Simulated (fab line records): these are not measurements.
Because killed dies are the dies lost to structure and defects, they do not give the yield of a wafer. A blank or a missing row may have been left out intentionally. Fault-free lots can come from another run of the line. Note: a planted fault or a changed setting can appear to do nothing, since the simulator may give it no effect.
fab line records	flow n5-finfet
record: lots: 7	wafers: 39
route steps=1938 shown FIN_CUT@176 SD_EPI_P@321 SD_ACTIVATION@330 HKMG_FIN@402
start-h: start of the lot's first displayed wafer, in hours after the record's first day	wait-h: hours from the lot's prior step to this one	" identical to the entry in the row above	L1.1+2: a single row standing in for several wafers	- no value, or no start was given	* or withheld: withheld	< > ~ a bound
route shown NAME@n: a module of which the file shows steps, and the number in the route of the first	usual: mean and standard deviation over wafers with no fault	same: alike in all rows	chamber/n: place in a boat	sites: each site's reading	_std_site: their standard deviation	_edge_site: inner sites' mean taken away from outer sites' mean	radius-mm: how far each site lies from the wafer's centre	mask NAME#n: copy n	behind: the most recent tool/chamber to have shaped the wafer	hold: the reason the lot was held/the length of the hold in hours/how it ended	device: names the non-switching transistor (n, p or np)	end of line: the tests these same wafers got at the end of their route	where a step has no rows: the recipe by itself	killed: not the wafer's yield, but the dies lost to structure and defects at the first sort	map: a wafer's dies, x killed, . not, _ none there
set.NAME: the setting the step ran with; set.NAME@STEP: the setting that earlier step ran with	model.NAME: the simulator's own value behind a step, which no gauge read
lots where settings were altered on purpose, with a table for each step and a row for each wafer
== steps ==
step: N5_FIN_CUT_CUT_ETCH_15
recipe: chemistry: HBr/Cl2/O2	target: Si	target-depth-a: 1000	bt-time-s: 10	mask-material: SOC	time-s: 42.4	ion-energy-ev: *	bias-w: *	pressure-mtorr: 10	icp-w: 800	HBr_flow_sccm: 150	Cl2_flow_sccm: 80	O2_flow_sccm: 12
lot.wafer	tool	chamber	start-h	wait-h	set.target-depth-a	model.FIN_CUT.feature-depth-nm	model.etch.depth-nm	model.SOC_of_FIN_CUT_COAT_18.thk-nm
L075.1	rie-si-04	0	34.13	0.1	885.6	89	89.01	176.4
L075.2	"	1	"	"	885.6	92.6	92.5	173.8
L075.3	"	2	"	"	1000	103	103	169.6
L075.4	"	3	"	"	885.6	91.8	91.79	173.6
L075.5	"	2	"	"	1000	102.4	102.4	170.6
L075.6	"	1	"	"	1000	104.4	104.4	169.6
L080.1+6	rie-si-05	3	65.20	0.1	1000	100.6	100.6	169.8
L080.2	"	1	"	"	921.8	92.8	92.76	172.8
L080.3	"	2	"	"	921.8	92	91.97	172.6
L080.4	"	0	"	"	1000	102	102.1	169.8
L080.5	"	2	"	"	921.8	92.4	92.39	172.8
L081.3	rie-si-04	0	73.71	0.0	1000	100.4	100.4	170.2
L081.4	"	2	"	"	1000	103	103	170
L081.6	"	2	"	"	1000	102	102	169.8
L086.1	rie-si-05	3	101.47	0.1	1000	100	100.1	170.2
L086.2	"	0	"	"	889.2	89.8	89.75	174.4
L086.3	"	1	"	"	1000	100.4	100.4	170
L086.4	"	2	"	"	1000	98.4	98.38	172
L086.5	"	3	"	"	889.2	88.8	88.89	174.6
L086.6	"	2	"	"	889.2	88.8	88.89	175.6
L087.1	rie-si-05	0	106.31	0.1	947.8	95.2	95.11	172.4
L087.2	"	3	"	"	1000	100	100	170.6
L087.3	"	1	"	"	947.8	94.6	94.69	171.6
L087.4	"	2	"	"	1000	99	99.02	171
L087.5	"	2	"	"	947.8	93.8	93.82	171.8
L087.6	"	1	"	"	1000	100.4	100.5	170
L091.1	rie-si-05	0	130.69	0.1	892.4	91	90.95	174.8
L091.2	"	2	"	"	892.4	89.4	89.48	172.8
L091.3	"	1	"	"	1000	101	101	169.6
L091.4	"	3	"	"	1000	101.2	101.1	169
L091.5	"	3	"	"	892.4	90.6	90.57	173
L091.6	"	2	"	"	1000	100.8	100.9	170.8
L093.1	rie-si-04	2	142.78	0.1	1000	102.6	102.5	169.6
L093.2	"	1	"	"	1000	102.2	102.2	171
L093.3	"	3	"	"	1000	103.4	103.4	169.6
L093.4	"	0	"	"	1000	99.8	99.89	172
L093.5	"	1	"	"	1000	104	104	169.6
L093.6	"	0	"	"	1000	99.6	99.56	173
step: N5_SD_EPI_P_EPI_21
recipe: material: SiGe:B	dopant: B	temp-c: 550	pressure-torr: 20	ambient: H2	time-s: 355
lot.wafer	tool	chamber	start-h	wait-h	set.epi-growth-time-s	model.SiGe-B_of_SD_EPI_P_EPI_21.thk-nm
L075.1	epi-rpcvd-03	0	62.24	0.1	328.4	57.8
L075.2	"	0	"	"	355	60.6
L075.3+4	"	0	"	"	355	60.8
L075.5	"	0	"	"	328.4	57.6
L075.6	"	0	"	"	328.4	57
L080.1+3+6	epi-rpcvd-04	0	93.35	0.2	355	61.4
L080.2	"	0	"	"	355	61.8
L080.4	"	0	"	"	355	62.8
L080.5	"	0	"	"	355	62.4
L081.3+4+6	epi-rpcvd-04	0	100.76	0.8	355	62
L086.1	epi-rpcvd-03	0	128.01	0.1	386.4	63.4
L086.2	"	0	"	"	386.4	63.8
L086.3+5	"	0	"	"	355	60.4
L086.4	"	0	"	"	386.4	64
L086.6	"	0	"	"	355	60.8
L087.1+2	epi-rpcvd-04	0	135.98	0.2	355	61.2
L087.3	"	0	"	"	355	61.8
L087.4	"	0	"	"	388.7	65.2
L087.5	"	0	"	"	388.7	65
L087.6	"	0	"	"	388.7	65.6
L091.1	epi-rpcvd-03	0	163.24	0.2	355	61.4
L091.2	"	0	"	"	355	61.8
L091.3	"	0	"	"	355	60.8
L091.4	"	0	"	"	355	61
L091.5	"	0	"	"	355	60.6
L091.6	"	0	"	"	355	61.6
L093.1	epi-rpcvd-03	0	172.59	0.1	355	59.8
L093.2	"	0	"	"	355	60.4
L093.3	"	0	"	"	355	61
L093.4	"	0	"	"	333	58.2
L093.5	"	0	"	"	333	57.2
L093.6	"	0	"	"	333	58
step: N5_SD_EPI_P_HM_STRIP_48
recipe: chemistry: H3PO4	temp-c: 160	material: SiNx	target: SiNx	target-depth-a: 30	overetch-fraction: 0.3
step: N5_SD_ACTIVATION_RTA_00
recipe: temp-c: 975	time-s: 0	ambient: N2	idle-temp-c: 600	ramp-up-c-per-s: 150	ramp-down-c-per-s: 60	cool-to-c: 600
step: N5_SD_ACTIVATION_LSA_01
recipe: temp-c: 1080	time-s: 0.0008	ambient: N2
step: N5_SD_ACTIVATION_RS_MEAS_03
recipe: thk-meas-gauge: four-point-probe
usual: RS_SD_N: 21.9/0.31	RS_SD_P: 55.7/0.8
lot.wafer	tool	chamber	start-h	wait-h	set.epi-growth-time-s@SD_EPI_P_EPI_21	RS_SD_N[ohm/sq]	RS_SD_P[ohm/sq]
L075.1	film-metro-02	-	65.11	0.2	328.4	21.7	57.7
L075.2	"	-	"	"	355	21.7	55.3
L075.3	"	-	"	"	355	21.4	54.5
L075.4	"	-	"	"	355	21.8	55.0
L075.5	"	-	"	"	328.4	21.8	58.2
L075.6	"	-	"	"	328.4	21.6	58.8
L080.1	film-metro-01	-	96.37	0.2	355	21.9	55.6
L080.2	"	-	"	"	355	21.9	55.5
L080.3	"	-	"	"	355	21.9	55.4
L080.4	"	-	"	"	355	21.6	53.9
L080.5	"	-	"	"	355	21.9	54.8
L080.6	"	-	"	"	355	22.2	55.8
L081.3	film-metro-02	-	102.90	0.2	355	22.3	55.2
L081.4	"	-	"	"	355	22.2	55.3
L081.6	"	-	"	"	355	21.9	55.9
L086.1	film-metro-02	-	130.86	0.2	386.4	21.4	53.6
L086.2	"	-	"	"	386.4	21.7	53.5
L086.3	"	-	"	"	355	21.4	56.5
L086.4	"	-	"	"	386.4	21.6	53.2
L086.5	"	-	"	"	355	21.4	56.6
L086.6	"	-	"	"	355	21.9	55.8
L087.1	film-metro-01	-	139.50	0.2	355	22.0	55.1
L087.2	"	-	"	"	355	22.1	55.2
L087.3	"	-	"	"	355	22.4	54.9
L087.4	"	-	"	"	388.7	22.5	51.8
L087.5	"	-	"	"	388.7	22.3	52.0
L087.6	"	-	"	"	388.7	22.3	51.6
L091.1	film-metro-01	-	166.20	0.2	355	21.9	55.1
L091.2	"	-	"	"	355	22.3	55.4
L091.3	"	-	"	"	355	22.1	56.2
L091.4	"	-	"	"	355	22.0	55.7
L091.5	"	-	"	"	355	22.0	56.2
L091.6	"	-	"	"	355	22.1	55.2
L093.1	film-metro-01	-	175.39	0.2	355	21.9	56.9
L093.2	"	-	"	"	355	21.7	56.7
L093.3	"	-	"	"	355	21.9	56.3
L093.4	"	-	"	"	333	22.2	58.9
L093.5	"	-	"	"	333	22.0	59.7
L093.6	"	-	"	"	333	22.0	59.2
step: N5_HKMG_FIN_ETCH_54
recipe: chemistry: CF4	target: SiARC	target-depth-a: 455	mask-material: CAR-ArF	time-s: 75.8	ion-energy-ev: 80	pressure-mtorr: 40	source-w: 545	bias-w: 36	Ar_flow_sccm: 100	cf4-flow-sccm: 100	ends: cleared
usual: etch-rf-on-time-s: 75.1/2.6	rf-vpp-V: 184.2/1.3
lot.wafer	tool	chamber	start-h	wait-h	set.source-w	etch-rf-on-time-s	rf-vpp-V
L075.1	rie-diel-06	2	79.88	0.0	453.3	88.2	196.8
L075.2	"	0	"	"	545	77.8	183.2
L075.3	"	3	"	"	545	79.6	182.6
L075.4	"	1	"	"	453.3	85.5	198.6
L075.5	"	3	"	"	545	80.6	183.0
L075.6	"	2	"	"	453.3	88.2	197.2
L080.1	rie-diel-01	1	110.16	0.0	495.7	84.3	191.4
L080.2	"	2	"	"	495.7	85.1	188.7
L080.3	"	3	"	"	545	76.5	182.6
L080.4	"	0	"	"	545	69.0	184.5
L080.5	"	3	"	"	495.7	82.2	188.6
L080.6	"	2	"	"	545	78.4	181.1
L081.3	rie-diel-01	1	115.96	0.0	545	76.2	186.0
L081.4	"	3	"	"	545	75.4	183.2
L081.6	"	2	"	"	545	77.3	184.7
L086.1	rie-diel-02	2	143.71	0.0	482.9	84.2	192.6
L086.2	"	1	"	"	545	76.0	186.8
L086.3	"	0	"	"	482.9	81.1	192.2
L086.4	"	3	"	"	545	75.2	185.0
L086.5	"	2	"	"	482.9	83.7	191.4
L086.6	"	1	"	"	545	75.4	184.7
L087.1	rie-diel-02	1	153.56	0.0	614.9	68.3	177.3
L087.2	"	0	"	"	614.9	65.3	178.4
L087.3	"	3	"	"	545	75.4	183.2
L087.4	"	2	"	"	545	75.5	182.0
L087.5	"	3	"	"	545	75.5	183.9
L087.6	"	2	"	"	614.9	67.2	175.8
L091.1	rie-diel-06	2	179.76	0.0	625.3	65.1	176.3
L091.2	"	1	"	"	545	71.8	184.5
L091.3	"	0	"	"	625.3	67.7	174.2
L091.4	"	3	"	"	625.3	69.4	176.6
L091.5	"	2	"	"	545	73.9	184.2
L091.6	"	1	"	"	545	72.1	184.4
L093.1	rie-diel-06	3	188.52	0.0	545	78.7	183.2
L093.2	"	1	"	"	481.9	81.3	193.6
L093.3	"	2	"	"	545	74.3	184.2
L093.4	"	0	"	"	481.9	86.3	189.3
L093.5	"	2	"	"	545	74.2	184.0
L093.6	"	3	"	"	481.9	87.9	189.6
== key ==
split: step: N5_FIN_CUT_CUT_ETCH_15	setting: target-depth-a	stated: 1000	by: wafer
response: step: N5_FIN_CUT_CUT_ETCH_15	reading: model.FIN_CUT.feature-depth-nm	change: +1.02	per: 1%	r: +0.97
response: step: N5_FIN_CUT_CUT_ETCH_15	reading: model.etch.depth-nm	change: +1.02	per: 1%	r: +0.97
response: step: N5_FIN_CUT_CUT_ETCH_15	reading: model.SOC_of_FIN_CUT_COAT_18.thk-nm	change: -0.37	per: 1%	r: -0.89
split: step: N5_SD_EPI_P_EPI_21	setting: epi-growth-time-s	stated: 355	by: wafer
response: step: N5_SD_EPI_P_EPI_21	reading: model.SiGe-B_of_SD_EPI_P_EPI_21.thk-nm	change: +0.402	per: 1%	r: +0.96
response: step: N5_SD_ACTIVATION_RS_MEAS_03	reading: RS_SD_P	change: -0.369	per: 1%	r: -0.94
split: step: N5_HKMG_FIN_ETCH_54	setting: source-w	stated: 545	by: wafer
response: step: N5_HKMG_FIN_ETCH_54	reading: etch-rf-on-time-s	change: *	per: 1%	r: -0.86
response: step: N5_HKMG_FIN_ETCH_54	reading: rf-vpp-V	change: -0.66	per: 1%	r: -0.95
